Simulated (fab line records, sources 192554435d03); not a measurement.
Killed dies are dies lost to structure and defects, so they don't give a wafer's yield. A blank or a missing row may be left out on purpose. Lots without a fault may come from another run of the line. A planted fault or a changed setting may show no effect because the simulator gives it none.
Chamber matching | flow n5_finfet | N5_HKMG_FIN_STRIP_89 on rie_diel-01: 4 sister chambers
The step strips SOC in N2/H2, time 20 s. 4 wafers are shown with their chamber, then 12 later ones without.

WAFERS WITH THEIR CHAMBER
wafer  | chamber | showerhead_plenum_p_Torr (Torr)
L089.1 | 1       | 3.31
L090.2 | 2       | 3.57
L090.3 | 3       | 3.56
L090.4 | 0       | 3.31

WAFERS WITHOUT THEIR CHAMBER
wafer  | showerhead_plenum_p_Torr (Torr)
L091.3 | 3.30
L091.5 | 3.31
L091.6 | 3.30
L092.2 | 3.57
L092.5 | 3.30
L092.6 | 3.57
L094.1 | 3.56
L094.5 | 3.56
L094.6 | 3.57
L095.2 | 3.57
L095.3 | 3.30
L095.5 | 3.57

WHICH CHAMBER EACH WENT THROUGH
wafer  | from the rows above     | in truth
L091.3 | can't be placed: 0 or 1 | 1
L091.5 | can't be placed: 0 or 1 | 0
L091.6 | can't be placed: 0 or 1 | 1
L092.2 | can't be placed: 2 or 3 | 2
L092.5 | can't be placed: 0 or 1 | 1
L092.6 | can't be placed: 2 or 3 | 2
L094.1 | can't be placed: 3 or 2 | 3
L094.5 | can't be placed: 3 or 2 | 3
L094.6 | can't be placed: 2 or 3 | 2
L095.2 | can't be placed: 2 or 3 | 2
L095.3 | can't be placed: 0 or 1 | 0
L095.5 | can't be placed: 2 or 3 | 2
Placed correctly: 0 of 12. Can't be placed from these rows: 12 (the true chamber is among the candidates in 12). Placed wrongly: 0.
How it was worked out, from the rows above alone: a wafer's distance from a chamber is the root of the sum, over the readings, of the square of ((its reading less the chamber's mean) divided by the reading's scatter). The wafer belongs to the nearest chamber; if the next one is less than 2 further off, it can't be placed. A chamber's mean is the mean of its shown wafers. The scatter: with one shown wafer a chamber, the root of the mean of the squares of how far each hidden wafer lies from its nearest shown one.
